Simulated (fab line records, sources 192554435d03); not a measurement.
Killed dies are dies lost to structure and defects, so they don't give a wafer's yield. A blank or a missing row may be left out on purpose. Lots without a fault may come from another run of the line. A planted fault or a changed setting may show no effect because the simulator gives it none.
fab line records | flow n5_finfet
record lots=12 wafers=36 last_day=18
route steps=1938 shown BEOL_M1@825 BEOL_M2@851 BEOL_M4@1111 PASSIVATION@1936
lots that met no fault: from a run of the same line without faults
start_h: hours from the record's first day to the start of the lot's first wafer shown | wait_h: hours since the lot's step before | " the same as in the row above | L1.1+2: a row that stands for several wafers | - no value, or no start given | * or withheld: withheld | < > ~ a bound
route shown NAME@n: a module of which the file shows steps, and the number in the route of the first | usual: mean/standard deviation of fault-free wafers | same: alike in all rows | chamber/n: place in a boat | sites: the reading at each site | _std_site: their standard deviation | _edge_site: outer sites' mean less inner sites' | radius_mm: how far each site lies from the wafer's centre | mask NAME#n: copy n | behind: the tool/chamber that last shaped the wafer | hold: why the lot was held/for how many hours/how that ended | device: the transistor (n, p or np) that didn't switch | end of line: the same wafers' tests at the end of the route | a step without rows: its recipe alone | killed: dies lost to structure and defects at the first sort, not the wafer's yield | map: a wafer's dies, x killed, . not, _ none there
set.NAME: the setting as run; set.NAME@STEP: as run at that earlier step | model.NAME: the simulator's own value behind a step, which no gauge read
steps of the route over a sample of lots; a table a step, a row a wafer
services: from which hour (start_h, from the record's first day; less than 0 if before it) a tool's chamber was out of use, for how many hours, and why
## steps
# step N5_BEOL_M1_ANNEAL_91
# recipe temp_c=400 time_s=240 ambient=vacuum
# usual heater_power_w=824/81
# columns lot.wafer tool chamber start_h wait_h heater_power_w
L502.2 pvd_sputter-01 - 154.31 0.0 863
L502.3 " - " " 740
L502.4 " - " " 799
L504.2 pvd_sputter-01 - 162.84 0.0 836
L504.3 " - " " 855
L504.4 " - " " 786
L503.1 pvd_sputter-03 - 167.46 0.0 728
L503.2 " - " " 1006
L503.5 " - " " 967
L506.1 pvd_sputter-01 - 182.10 0.0 892
L506.5 " - " " 729
L506.6 " - " " 808
L508.1 pvd_sputter-02 - 189.18 0.0 750
L508.5 " - " " 739
L508.6 " - " " 764
L509.2 pvd_sputter-02 - 200.93 0.0 770
L509.3 " - " " 918
L509.4 " - " " 840
L510.1 pvd_sputter-02 - 203.77 0.0 816
L510.5 " - " " 778
L510.6 " - " " 912
L511.2 pvd_sputter-01 - 207.15 0.0 817
L511.4 " - " " 850
L511.6 " - " " 815
L512.1 pvd_sputter-01 - 227.81 0.0 808
L512.3 " - " " 729
L512.5 " - " " 803
L514.2 pvd_sputter-02 - 230.67 0.0 760
L514.3 " - " " 721
L514.4 " - " " 832
L517.1 pvd_sputter-01 - 239.56 0.0 842
L517.2 " - " " 800
L517.5 " - " " 832
L521.2 pvd_sputter-02 - 269.39 0.0 820
L521.3 " - " " 733
L521.5 " - " " 908
# step N5_BEOL_M1_CO_CAP_55
# recipe material=Co target_thk_a=20 temp_c=200 precursor=CCTBA/H2 pressure_torr=30 time_s=102.1
# usual heater_power_w=253/27
# columns lot.wafer tool chamber start_h wait_h heater_power_w
L502.2 cvd_co-01 1 155.75 0.0 235
L502.3 " 2 " " 232
L502.4 " 0 " " 210
L504.2 cvd_co-01 1 164.35 0.0 239
L504.3 " 2 " " 241
L504.4 " 2 " " 233
L503.1 cvd_co-02 0 168.92 0.0 264
L503.2 " 2 " " 295
L503.5 " 1 " " 255
L506.1 cvd_co-01 0 183.54 0.0 207
L506.5 " 1 " " 233
L506.6 " 2 " " 242
L508.1 cvd_co-02 2 190.62 0.0 292
L508.5 " 0 " " 267
L508.6 " 1 " " 259
L509.2 cvd_co-02 0 202.40 0.0 269
L509.3 " 1 " " 254
L509.4 " 0 " " 263
L510.1 cvd_co-01 1 205.22 0.0 236
L510.5 " 0 " " 215
L510.6 " 1 " " 237
L511.2 cvd_co-02 1 208.61 0.0 259
L511.4 " 2 " " 296
L511.6 " 1 " " 256
L512.1 cvd_co-02 2 229.26 0.0 298
L512.3 " 0 " " 269
L512.5 " 2 " " 303
L514.2 cvd_co-02 2 232.11 0.0 294
L514.3 " 0 " " 270
L514.4 " 2 " " 297
L517.1 cvd_co-01 2 241.01 0.0 233
L517.2 " 1 " " 239
L517.5 " 0 " " 217
L521.2 cvd_co-01 2 270.91 0.0 236
L521.3 " 1 " " 233
L521.5 " 1 " " 241
# step N5_BEOL_M2_EXPOSE_08
# recipe mask_id=M2 na=0.33 source_shape=dipole sigma_inner=0.369 sigma_outer=0.767 polarization=unpolarized dose_mj=41.25
# usual exposure_dose_mJ_cm2=41.22/0.057
# columns lot.wafer tool chamber start_h wait_h mask exposure_dose_mJ_cm2
L502.2 euv_scanner-01 0 160.27 - M2#0 41.27
L502.3 " 0 " " M2#0 41.32
L502.4 " 0 " " M2#0 41.32
L504.2 euv_scanner-02 0 167.28 - M2#0 41.11
L504.3 " 0 " " M2#0 41.21
L504.4 " 0 " " M2#0 41.14
L503.1 euv_scanner-01 0 171.17 - M2#0 41.21
L503.2 " 0 " " M2#0 41.16
L503.5 " 0 " " M2#0 41.25
L506.1 euv_scanner-02 0 185.44 - M2#0 41.15
L506.5 " 0 " " M2#0 41.22
L506.6 " 0 " " M2#0 41.16
L508.1 euv_scanner-01 0 193.69 - M2#0 41.25
L508.5 " 0 " " M2#0 41.31
L508.6 " 0 " " M2#0 41.32
L509.2 euv_scanner-01 0 204.82 - M2#0 43.18
L509.3 " 0 " " M2#0 43.25
L509.4 " 0 " " M2#0 43.18
L510.1 euv_scanner-01 0 206.26 - M2#0 42.76
L510.5 " 0 " " M2#0 42.73
L510.6 " 0 " " M2#0 42.72
L511.2 euv_scanner-01 0 209.61 - M2#0 42.41
L511.4 " 0 " " M2#0 42.47
L511.6 " 0 " " M2#0 42.48
L512.1 euv_scanner-01 0 232.18 - M2#0 42.21
L512.3 " 0 " " M2#0 42.19
L512.5 " 0 " " M2#0 42.18
L514.2 euv_scanner-02 0 233.36 - M2#0 41.18
L514.3 " 0 " " M2#0 41.12
L514.4 " 0 " " M2#0 41.15
L517.1 euv_scanner-02 0 242.20 - M2#0 41.16
L517.2 " 0 " " M2#0 41.17
L517.5 " 0 " " M2#0 41.19
L521.2 euv_scanner-02 0 272.52 - M2#0 41.20
L521.3 " 0 " " M2#0 41.27
L521.5 " 0 " " M2#0 41.20
# step N5_BEOL_M2_OVL_MEAS_12
# recipe points_per_wafer=522
# usual M2_OVL=0.2/0.69
# columns lot.wafer tool chamber start_h wait_h M2_OVL[nm]
L502.2 overlay-01 0 160.43 0.0 -0.2
L502.3 " 0 " " -0.4
L502.4 " 0 " " 0.8
L504.2 overlay-01 0 167.44 0.0 0.4
L504.3 " 0 " " -0.4
L504.4 " 0 " " -1.1
L503.1 overlay-02 0 171.34 0.0 1.4
L503.2 " 0 " " 1.5
L503.5 " 0 " " 0.5
L506.1 overlay-02 0 185.60 0.0 1.0
L506.5 " 0 " " 1.4
L506.6 " 0 " " 0.5
L508.1 overlay-01 0 193.85 0.0 -0.1
L508.5 " 0 " " -0.6
L508.6 " 0 " " -1.3
L509.2 overlay-02 0 204.98 0.0 1.1
L509.3 " 0 " " 0.1
L509.4 " 0 " " -0.8
L510.1 overlay-01 0 206.42 0.0 -0.6
L510.5 " 0 " " -0.5
L510.6 " 0 " " -0.4
L511.2 overlay-02 0 209.77 0.0 0.2
L511.4 " 0 " " 0.0
L511.6 " 0 " " 0.2
L512.1 overlay-02 0 232.34 0.0 -0.4
L512.3 " 0 " " -0.4
L512.5 " 0 " " -0.6
L514.2 overlay-01 0 233.53 0.0 0.3
L514.3 " 0 " " 1.2
L514.4 " 0 " " 1.2
L517.1 overlay-02 0 242.36 0.0 0.4
L517.2 " 0 " " 0.3
L517.5 " 0 " " 0.3
L521.2 overlay-01 0 272.68 0.0 0.7
L521.3 " 0 " " -0.1
L521.5 " 0 " " 0.0
# step N5_BEOL_M4_RC_MEAS_101
# usual DIBL_N=36.5/1.4 DIBL_P=36.9/1.7 IOFF_N=0.163/0.023 IOFF_P=0.22/0.032 ION_N=673/9 ION_P=462/7.5 SS_N=71.6/0.54 SS_P=73.4/0.62 VT_N=249.8/2.8 VT_P=-250/3.5
# columns lot.wafer tool chamber start_h wait_h DIBL_N[mV/V] DIBL_P[mV/V] IOFF_N[nA/um] IOFF_P[nA/um] ION_N[uA/um] ION_P[uA/um] SS_N[mV/dec] SS_P[mV/dec] VT_N[mV] VT_P[mV]
L502.2 prober-01 0 188.16 0.2 37.6 36.9 0.182 0.29 679 470 71.9 72.8 247.3 -242
L502.3 " 0 " " 37.0 35.2 0.159 0.25 663 466 72.1 73.0 249.2 -245
L502.4 " 0 " " 36.0 35.0 0.147 0.25 675 472 71.5 72.7 251.0 -243
L504.2 prober-01 0 197.64 0.2 35.7 35.3 0.135 0.19 663 459 71.3 73.8 253.6 -253
L504.3 " 0 " " 37.9 38.6 0.182 0.24 680 464 71.5 74.6 247.2 -248
L504.4 " 0 " " 37.6 37.6 0.172 0.22 689 470 71.0 74.1 249.3 -251
L503.1 prober-02 0 210.53 0.0 37.1 37.7 0.158 0.21 673 458 71.7 73.4 250.3 -253
L503.2 " 0 " " 38.0 39.2 0.177 0.23 682 465 71.6 73.7 247.7 -250
L503.5 " 0 " " 38.9 40.3 0.197 0.26 686 460 72.0 74.4 247.2 -249
L506.1 prober-01 0 213.11 0.0 36.0 37.5 0.176 0.25 676 468 71.8 74.1 248.6 -244
L506.5 " 0 " " 35.8 37.3 0.174 0.25 672 469 71.7 74.3 246.6 -248
L506.6 " 0 " " 36.5 37.8 0.187 0.27 679 469 73.1 73.4 249.4 -246
L508.1 prober-02 0 233.35 0.0 36.8 36.6 0.161 0.23 678 466 71.1 73.2 252.8 -248
L508.5 " 0 " " 34.4 33.9 0.132 0.19 672 465 70.5 72.3 252.3 -247
L508.6 " 0 " " 36.3 36.0 0.153 0.23 672 460 71.6 73.4 251.1 -249
L510.1 prober-02 0 245.61 0.0 37.6 38.3 0.190 0.26 675 466 71.9 73.5 247.7 -248
L510.5 " 0 " " 35.4 34.8 0.134 0.19 655 447 70.7 72.7 255.9 -253
L510.6 " 0 " " 36.4 36.9 0.165 0.23 686 467 71.2 73.6 248.5 -251
L509.2 prober-02 0 246.91 0.2 37.1 38.5 0.184 0.22 680 458 71.3 74.1 245.7 -253
L509.3 " 0 " " 36.3 37.9 0.174 0.21 664 456 72.3 73.2 247.0 -251
L509.4 " 0 " " 36.3 36.7 0.162 0.20 667 450 72.1 73.7 249.6 -253
L511.2 prober-02 0 250.79 0.2 37.1 35.0 0.147 0.18 663 447 71.5 73.0 250.5 -255
L511.4 " 0 " " 38.6 37.5 0.184 0.22 675 455 71.8 74.8 249.4 -252
L511.6 " 0 " " 38.2 36.8 0.174 0.20 683 454 71.9 73.5 248.8 -253
L512.1 prober-02 0 258.78 0.0 36.8 37.7 0.165 0.23 676 463 71.1 74.2 250.1 -249
L512.3 " 0 " " 38.4 39.3 0.190 0.27 678 470 71.7 73.5 249.8 -246
L512.5 " 0 " " 37.9 38.4 0.181 0.25 676 468 71.4 73.5 249.2 -249
L514.2 prober-02 0 272.90 0.2 38.2 39.0 0.202 0.26 680 470 71.1 73.4 245.6 -246
L514.3 " 0 " " 35.8 36.5 0.160 0.21 660 454 71.4 72.9 248.4 -249
L514.4 " 0 " " 35.6 35.4 0.148 0.19 676 460 71.3 73.3 250.4 -252
L517.1 prober-01 0 277.93 0.0 33.6 35.0 0.123 0.19 658 461 70.9 72.6 255.1 -251
L517.2 " 0 " " 35.3 36.8 0.146 0.21 678 464 71.4 73.4 253.1 -252
L517.5 " 0 " " 33.0 34.3 0.114 0.18 657 461 71.1 73.1 255.0 -256
L521.2 prober-02 0 303.82 0.2 37.3 36.0 0.184 0.25 675 464 71.8 73.7 246.7 -246
L521.3 " 0 " " 38.3 37.0 0.213 0.29 673 460 71.7 74.9 245.4 -246
L521.5 " 0 " " 37.7 35.6 0.183 0.25 673 462 72.7 74.1 249.9 -247
# step N5_PASSIVATION_PROBE_49
# usual defect_limited_yield=91.2/1.4 killed_at_M0_to_M3=35/11 killed_at_M4_up=12/4.2 killed_at_contacts=13/5.6 killed_at_front_end=40/12 killed_at_other=3.3/2.6 killed_dies=103/17 killed_open=68/12 killed_short=34/7.6 sort_bin_5_function=5.1/0.95 sort_bin_6_memory=3.3/0.68 sort_n_pass=1077/17 sort_yield_pct=91.2/1.4
# same gross_dies=1180 killed_at_back_side=0 sort_bin_4_leakage[%]=0 sort_bin_8_speed[%]=0
# columns lot.wafer tool chamber start_h wait_h defect_limited_yield[%] killed_at_M0_to_M3 killed_at_M4_up killed_at_contacts killed_at_front_end killed_at_other killed_dies killed_open killed_short sort_bin_5_function[%] sort_bin_6_memory[%] sort_n_pass sort_yield_pct[%]
L508.1 prober-01 - 324.92 0.0 91.9 34 6 15 38 3 96 61 33 4.7 2.8 1084 91.9
L508.5 prober-01 - 325.12 0.2 91.4 39 14 16 31 2 102 67 31 5.4 2.5 1078 91.4
L508.6 prober-01 - 325.17 0.3 91.1 35 9 12 45 4 105 79 26 5.1 3.7 1075 91.1
L511.2 prober-01 - 351.45 0.4 90.3 58 5 18 31 3 115 59 29 5.2 4.0 1065 90.3
L511.4 prober-01 - 351.55 0.5 91.0 53 14 18 20 1 106 40 30 4.4 4.1 1074 91.0
L511.6 prober-01 - 351.65 0.6 87.1 80 15 25 29 3 152 85 33 6.0 6.1 1028 87.1
L512.1 prober-02 - 355.75 0.0 88.5 54 19 11 50 2 136 84 39 5.9 5.1 1044 88.5
L512.3 prober-02 - 355.85 0.1 88.8 53 7 12 55 5 132 80 35 6.4 4.3 1048 88.8
L512.5 prober-02 - 355.95 0.2 89.4 28 15 17 60 5 125 82 36 6.9 3.2 1055 89.4
# killed by level:class
L508.1 MOL_CONTACT_COAG:geometric_particle:open=11 STI_FIN_REVEAL:geometric_particle:open=9 BEOL_M0_SAQP:geometric_particle:open=7 FIN_SAQP:geometric_particle:open=6 BEOL_M0_SAQP:geometric_particle:short=6 BEOL_M3:geometric_particle:open=6 BEOL_M1:geometric_particle:open=5 FIN_SAQP:geometric_particle:short=4
L508.5 STI_FIN_REVEAL:geometric_particle:open=10 MOL_CONTACT_COAG:geometric_particle:open=9 BEOL_M4:geometric_particle:open=8 BEOL_M0_SAQP:geometric_particle:open=8 MOL_CONTACT_COAG:geometric_particle:short=6 BEOL_M0_SAQP:geometric_particle:short=6 BEOL_M2:geometric_particle:open=6 BEOL_M3:geometric_particle:open=6
L508.6 BEOL_M0_SAQP:geometric_particle:open=16 STI_FIN_REVEAL:geometric_particle:open=13 MOL_CONTACT_COAG:geometric_particle:open=10 FIN_SAQP:geometric_particle:open=9 STARTING-WAFER:geometric_particle:short=6 BEOL_M0_SAQP:geometric_particle:short=5 BEOL_M2:geometric_particle:open=5 BEOL_M1:geometric_particle:open=4
L511.2 BEOL_M2:area_expose=27 MOL_CONTACT_COAG:geometric_particle:open=16 BEOL_M0_SAQP:geometric_particle:short=9 BEOL_M0_SAQP:geometric_particle:open=9 FIN_SAQP:geometric_particle:short=7 STI_FIN_REVEAL:geometric_particle:open=7 FIN_SAQP:geometric_particle:open=6 BEOL_M2:geometric_particle:open=6
L511.4 BEOL_M2:area_expose=35 MOL_CONTACT_COAG:geometric_particle:open=14 GATE_CUT:geometric_particle:short=5 BEOL_M5:geometric_particle:open=5 STI_FIN_REVEAL:geometric_particle:open=4 ILD0:geometric_particle:short=4 BEOL_M2:geometric_particle:short=4 MOL_CONTACT_COAG:geometric_particle:short=4
L511.6 BEOL_M2:area_expose=34 MOL_CONTACT_COAG:geometric_particle:open=21 BEOL_M2:geometric_particle:open=14 BEOL_M0_SAQP:geometric_particle:open=10 STI_FIN_REVEAL:geometric_particle:open=8 BEOL_M4:geometric_particle:open=8 BEOL_M0_SAQP:geometric_particle:short=7 BEOL_M3:geometric_particle:open=5
L512.1 FIN_SAQP:geometric_particle:open=13 BEOL_M0_SAQP:geometric_particle:open=12 BEOL_M1:geometric_particle:open=11 BEOL_M2:area_expose=10 STI_FIN_REVEAL:geometric_particle:open=8 MOL_CONTACT_COAG:geometric_particle:open=8 BEOL_M0_SAQP:geometric_particle:short=6 FIN_CUT:geometric_particle:short=5
L512.3 FIN_SAQP:geometric_particle:open=19 BEOL_M2:area_expose=15 MOL_CONTACT_COAG:geometric_particle:open=11 FIN_SAQP:geometric_particle:short=9 BEOL_M1:geometric_particle:open=9 BEOL_M2:geometric_particle:open=8 GATE_CUT:geometric_particle:short=6 BEOL_M0_SAQP:geometric_particle:open=6
L512.5 FIN_SAQP:geometric_particle:open=16 MOL_CONTACT_COAG:geometric_particle:open=14 FIN_SAQP:geometric_particle:short=10 STI_FIN_REVEAL:geometric_particle:open=8 BEOL_M0_SAQP:geometric_particle:open=8 GATE_CUT:geometric_particle:short=6 BEOL_M2:area_expose=6 BEOL_M5:geometric_particle:open=5
## services
# columns tool chamber start_h hours kind
euv_scanner-02 - 141.03 5.8 pm
euv_scanner-01 - 149.82 1.0 pm
euv_scanner-02 - 162.24 1.0 pm
euv_scanner-01 0 207.81 - calibration
euv_scanner-01 - 209.69 0.2 repair
euv_scanner-01 - 210.00 1.0 pm
euv_scanner-02 - 211.03 4.6 pm
euv_scanner-01 - 215.63 4.6 pm
euv_scanner-02 - 220.23 1.0 pm
euv_scanner-02 - 242.27 17.3 pm
euv_scanner-01 - 262.12 1.0 pm
## key
first_sign step=N5_BEOL_M2_EXPOSE_08 reading=exposure_dose_mJ_cm2 direction=up sigmas=25 usual=41.22 struck=42.65
effect step=N5_PASSIVATION_PROBE_49 reading=killed_at_M0_to_M3 direction=up sigmas=1.8 usual=35 struck=54 wafers_moved=3
met_at N5_BEOL_M2_EXPOSE_08
struck_lots L509,L510,L511,L512
rows_end L509.2,L509.3,L509.4,L510.1,L510.5,L510.6
loop_trim step=N5_BEOL_M2_EXPOSE_08 setting=dose lots=L510,L511,L512
not_acting_at N5_BEOL_M1_ANNEAL_91,N5_BEOL_M1_CO_CAP_55,N5_BEOL_M2_OVL_MEAS_12
onset_between 193.69 204.82
fault kind=process_parameter_drift tool=euv_scanner-01 chamber=- onset_h=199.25 steps=N5_BEOL_M2_EXPOSE_08 channel=dose_mj offset=1.9436 shape=step acts_in=these_recipes_only stated=41.25
# rows_end: these wafers met a further fault down the route, and their rows from its step on are left out
# loop_trim: a control loop set the setting to another value than it would have without faults
